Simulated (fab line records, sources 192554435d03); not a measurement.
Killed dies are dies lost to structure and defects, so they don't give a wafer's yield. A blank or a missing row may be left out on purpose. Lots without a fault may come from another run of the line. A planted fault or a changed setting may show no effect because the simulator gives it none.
Split-lot experiment | flow n5_finfet | 7 lots, 21 wafers read, on a route of 1938 steps

THE SPLIT
At N5_SD_ACTIVATION_LSA_01 (time 0.0008 s), the setting temp_c was moved away from the recipe's 1080 C on 8 of the 21 wafers read, by -1.4% to +2.2%. The other wafers ran this setting at the recipe's value.

The file shows no step between the split and the reading.

THE READING
RS_SD_N, in ohm/sq, at N5_SD_ACTIVATION_RS_MEAS_03 (measures by four-point-probe). Fault-free wafers of this fab line usually give 21.88 ohm/sq, standard deviation 0.29 ohm/sq.

wafer  | tool, chamber at the split | temp_c as run, C | against the recipe | RS_SD_N, ohm/sq | against lot-mates on the recipe
L076.1 | laser_anneal-02, 0         | 1065             | -1.4%              | 23.70           | +1.87
L076.2 | laser_anneal-02, 0         | 1065             | -1.4%              | 23.64           | +1.81
L076.4 | laser_anneal-02, 0         | 1080             | recipe             | 21.83           | -
L083.1 | laser_anneal-02, 0         | 1080             | recipe             | 21.80           | -
L083.3 | laser_anneal-02, 0         | 1104             | +2.2%              | 19.66           | -2.12
L083.4 | laser_anneal-02, 0         | 1080             | recipe             | 21.77           | -
L088.3 | laser_anneal-02, 0         | 1080             | recipe             | 21.59           | -
L088.5 | laser_anneal-02, 0         | 1090             | +0.9%              | 20.54           | -1.08
L088.6 | laser_anneal-02, 0         | 1080             | recipe             | 21.65           | -
L089.1 | laser_anneal-01, 0         | 1080             | recipe             | 21.34           | -
L089.2 | laser_anneal-01, 0         | 1080             | recipe             | 21.66           | -
L089.5 | laser_anneal-01, 0         | 1080             | recipe             | 21.89           | -
L090.1 | laser_anneal-02, 0         | 1080             | recipe             | 22.66           | -
L090.3 | laser_anneal-02, 0         | 1080             | recipe             | 22.50           | -
L090.4 | laser_anneal-02, 0         | 1080             | recipe             | 22.19           | -
L093.1 | laser_anneal-01, 0         | 1067             | -1.2%              | 23.48           | +1.53
L093.3 | laser_anneal-01, 0         | 1080             | recipe             | 21.95           | -
L093.5 | laser_anneal-01, 0         | 1067             | -1.2%              | 22.71           | +0.76
L096.1 | laser_anneal-02, 0         | 1090             | +0.9%              | 20.95           | -1.08
L096.2 | laser_anneal-02, 0         | 1080             | recipe             | 22.03           | -
L096.3 | laser_anneal-02, 0         | 1090             | +0.9%              | 21.10           | -0.93

THE FIT
A straight line over all 21 wafers: RS_SD_N changes by -1.1 ohm/sq for each +1% of temp_c; r = -0.94; the points scatter about the line by 0.34 ohm/sq.
The same after taking each lot's own level away (the mean of its wafers on the recipe; 21 wafers): -1.08 ohm/sq for each +1%; r = -0.97; scatter 0.22 ohm/sq.
On that fit, the largest move of temp_c shifts the reading by 2.4 ohm/sq.
The lots' own levels span 21.620 to 22.450 ohm/sq, that is 2.9 times the standard deviation above.
So the lot-to-lot level changes the slope little: the two slopes agree.
Check: with one of the wafers moved furthest among these (+2.2%) left out of the fit, the line predicts -2.55 ohm/sq for it against its lot-mates. It came out at -2.12 ohm/sq against them.
Tool readings at the split's step, against how far the setting was moved: wafer_temp_C_max r = +1.00.

OTHER SPLITS ON THESE WAFERS
These wafers also went through other splits before the reading. Each is held against what the fit with the lots' levels taken away leaves over:
other split on the same wafers        | wafers away from the commonest value | r with RS_SD_N (lot level and that fit taken away)
N5_WELL_APT_EXPOSE_05 dose_mj         | 8                                    | -0.18
N5_WELL_APT_DEVELOP_07 develop_time_s | 4                                    | +0.30
N5_WELL_APT_PEB_23 peb_temp_c         | 9                                    | -0.01
N5_WELL_APT_DEVELOP_24 develop_time_s | 9                                    | -0.11
N5_FIN_SAQP_FIN_ETCH_36 bias_w        | 5                                    | -0.47
N5_SD_EPI_N_COAT_32 spin_rpm          | 2                                    | -0.16
N5_SD_EPI_N_PEB_07 peb_temp_c         | 4                                    | +0.20

THE WHOLE CHAIN: every reading that the file lists as answering this split, in the file's order
step                        | what it does                 | reading          | change (the file's fit)              | r (the file's)
N5_SD_ACTIVATION_LSA_01     | time 0.0008 s                | wafer_temp_C_max | withheld for each +1% of the setting | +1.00
N5_SD_ACTIVATION_RS_MEAS_03 | measures by four-point-probe | RS_SD_N          | -1.05 for each +1% of the setting    | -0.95

THE FILE'S OWN FIT
RS_SD_N changes by -1.05 ohm/sq for each +1% of temp_c, r = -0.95.
